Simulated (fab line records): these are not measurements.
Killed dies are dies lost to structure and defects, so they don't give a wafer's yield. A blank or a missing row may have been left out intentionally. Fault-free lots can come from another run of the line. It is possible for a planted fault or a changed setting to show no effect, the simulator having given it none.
Comparing a struck lot with a sound one :: flow nand-harc :: 18 steps out of a route of 1302
Sound: the wafers L706.1, L706.3, L706.4. Struck: wafer L713.2. Last of all comes the cause.
Per side, at each step with rows, come the tool, then ch with its chambers, and then its first start. Under that, the readings that differ: sound wafers :: struck wafers :: difference of the means :: sigmas: that difference in standard deviations of wafers without a fault.
alike: a reading whose means differ by less than 2 such deviations, as well as words and numbers matching on both sides. not compared: withheld readings; readings where some wafer has no value; bounds like >300 that might hide an equal value; numbers whose values overlap and for which the record gives no deviation.
A row with sigmas, a row that says differs or no value, or rows on one side alone: a step with any of these is where the two part. Numbers that don't overlap but have no deviation are shown without sigmas and don't part them. A reading that every wafer of one side lacks parts them only if that side has two wafers or more.

NHARC_P_CONTACT_INSPECT_14:
  sound on defect-inspect-01, day 9 19:53; struck on defect-inspect-02, day 12 16:10
reading: raw-defect-count
sound: 8 7 6
struck: 2
difference: -5
sigmas: -2
NHARC_P_CONTACT_DESCUM_17: chemistry O2, time 3 s.
  sound on rie-diel-08 ch 0,1,2, day 9 19:56; struck on rie-diel-11 ch 2, day 12 16:15
reading: rf-hours-counter-h (h)
sound: 0.5 0.4 0.6
struck: 0.2
difference: -0.3
sigmas: 
  alike: drypump-motor-current-A, oes-product-au, rf-vpp-V, showerhead-plenum-p-Torr, throttle-valve-pct
NHARC_P_CONTACT_ETCH_35: etches the open film in CF4, target depth 39 nm, time 65 s.
  sound on rie-diel-08 ch 0,1,2, day 9 20:02; struck on rie-diel-11 ch 1, day 12 16:19
reading: rf-hours-counter-h (h)
sound: 0.4 0.6 0.5
struck: 0.2
difference: -0.3
sigmas: 
  alike: drypump-motor-current-A, oes-product-au, rf-vpp-V, showerhead-plenum-p-Torr, throttle-valve-pct
then, 4 steps without rows for these wafers: NHARC_P_CONTACT_ETCH_36 (etches the open film in N2/H2, target depth 260 nm, time 406.25 s); NHARC_P_CONTACT_ETCH_18 (etches the open film in C4F8/O2/Ar, target depth 481 nm, time 240.5 s); NHARC_P_CONTACT_STRIP_37 (strips in C4F8/O2/Ar); NHARC_P_CONTACT_ETCH_31 (etches the open film in CH3F/O2, target depth 30 nm, time 85.7 s).
NHARC_P_CONTACT_CD_MEAS_19:
  sound on cd-sem-01, day 9 20:49; struck on cd-sem-03, day 12 17:06
  alike: cd-nm
NHARC_P_CONTACT_STRIP_28: strips in O2.
  sound on rie-diel-07 ch 1,2,3, day 9 20:53; struck on rie-diel-07 ch 2, day 12 17:12
reading: rf-hours-counter-h (h)
sound: 1.8 1.4 1.5
struck: 3.2
difference: +1.6
sigmas: 
  alike: drypump-motor-current-A, oes-product-au, rf-vpp-V, showerhead-plenum-p-Torr, throttle-valve-pct
then, 3 steps without rows for these wafers: NHARC_P_CONTACT_STRIP_29 (strips in post etch residue remover, time 1200 s); NHARC_P_CONTACT_DEGAS_38 (time 60 s); NHARC_P_CONTACT_PRE_CLEAN_39 (time 19.5 s).
NHARC_P_CONTACT_PVD_32: deposits Ti, target thk 5 nm, time 17.7 s.
  sound on pvd-sputter-01, day 9 21:39; struck on pvd-sputter-03, day 12 17:58
reading: cathode-dc-power-W (W)
sound: 5000.7 5001.5 5001.1
struck: 4999.2
difference: -1.9
sigmas: -2
  alike: throttle-valve-pct
NHARC_P_CONTACT_ALD_22: deposits TiN, target thk 3 nm, pulse time 1 s, ald cycles 150.
  sound on ald-metal-01 ch 0,1,2, day 9 21:47; struck on ald-metal-03 ch 0, day 12 18:04
  alike: heater-power-w, precursor-pulse-height-rel
then, 1 step without rows for these wafers: NHARC_P_CONTACT_CVD_23 (deposits W, target thk 200 nm, time 557 s).
NHARC_P_CONTACT_CMP_24: polishes, t overpolish 30 s, target thk 200 nm.
  sound on cmp-02 ch 0,1,3, day 9 22:38; struck on cmp-04 ch 2, day 12 18:54
  alike: motor-current-A, overpolish-run-s, slurry-filter-dp-kPa, time-to-endpoint-s
then, 1 step without rows for these wafers: NHARC_P_CONTACT_SRD_26.
-- jump in the record: it breaks off in module P_CONTACT and resumes in module END (first step shown: number 1302 of the route), and 19 days separate the struck wafers' starts before and after --
NHARC_END_SORT_01:
  only the struck wafers appear in the record here, on prober-01 ch 0 at day 32 01:10; the sound ones have no rows

WHERE THEY PART
Earliest at NHARC_P_CONTACT_INSPECT_14; latest, in this record, at NHARC_END_SORT_01.

WHY: whatever the simulator had introduced
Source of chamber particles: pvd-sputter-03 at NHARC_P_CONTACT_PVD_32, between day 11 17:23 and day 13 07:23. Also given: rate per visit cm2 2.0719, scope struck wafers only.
